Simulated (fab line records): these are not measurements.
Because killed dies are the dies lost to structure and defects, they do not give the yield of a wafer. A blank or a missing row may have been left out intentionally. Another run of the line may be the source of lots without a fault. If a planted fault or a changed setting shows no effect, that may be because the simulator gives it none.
Matching of chambers + flow n5-finfet + N5_BEOL_M0_CUTY_ETCH_63 on rie-diel-05: 4 sister chambers
The step etches SOC in N2/H2, target depth 82.7 nm, overetch 16.5 nm, time 124 s. 4 wafers are shown with their chamber, then 7 later ones without.

## WAFERS, EACH WITH ITS CHAMBER
| wafer  | chamber | drypump-motor-current-A (A) |
|--------|---------|-----------------------------|
| L085.2 | 3       | 4.9                         |
| L085.6 | 0       | 5.9                         |
| L087.1 | 1       | 5.2                         |
| L087.2 | 2       | 5.5                         |

## WAFERS WITH NO CHAMBER GIVEN
| wafer  | drypump-motor-current-A (A) |
|--------|-----------------------------|
| L087.6 | 4.8                         |
| L088.1 | 5.5                         |
| L088.4 | 5.2                         |
| L088.6 | 5.5                         |
| L097.2 | 5.9                         |
| L097.3 | 5.5                         |
| L097.4 | 4.9                         |

## EACH ONE'S CHAMBER
| wafer  | from the rows above | in truth |
|--------|---------------------|----------|
| L087.6 | 3                   | 3        |
| L088.1 | 2                   | 2        |
| L088.4 | 1                   | 1        |
| L088.6 | 2                   | 2        |
| L097.2 | 0                   | 0        |
| L097.3 | 2                   | 2        |
| L097.4 | 3                   | 3        |
Correctly placed: 7 of 7. Can't be placed from these rows: 0. 0 placed wrongly.
How it was worked out, from the rows above alone: a wafer's distance from a chamber is the root of the sum, over the readings, of the square of ((its reading less the chamber's mean) divided by the reading's scatter). The wafer belongs to the nearest chamber; if the next one is less than 2 further off, it can't be placed. For every chamber, the mean is computed from those of its wafers that are shown. The scatter: root of mean squared gap, hidden wafer to nearest shown wafer, with one shown wafer a chamber.
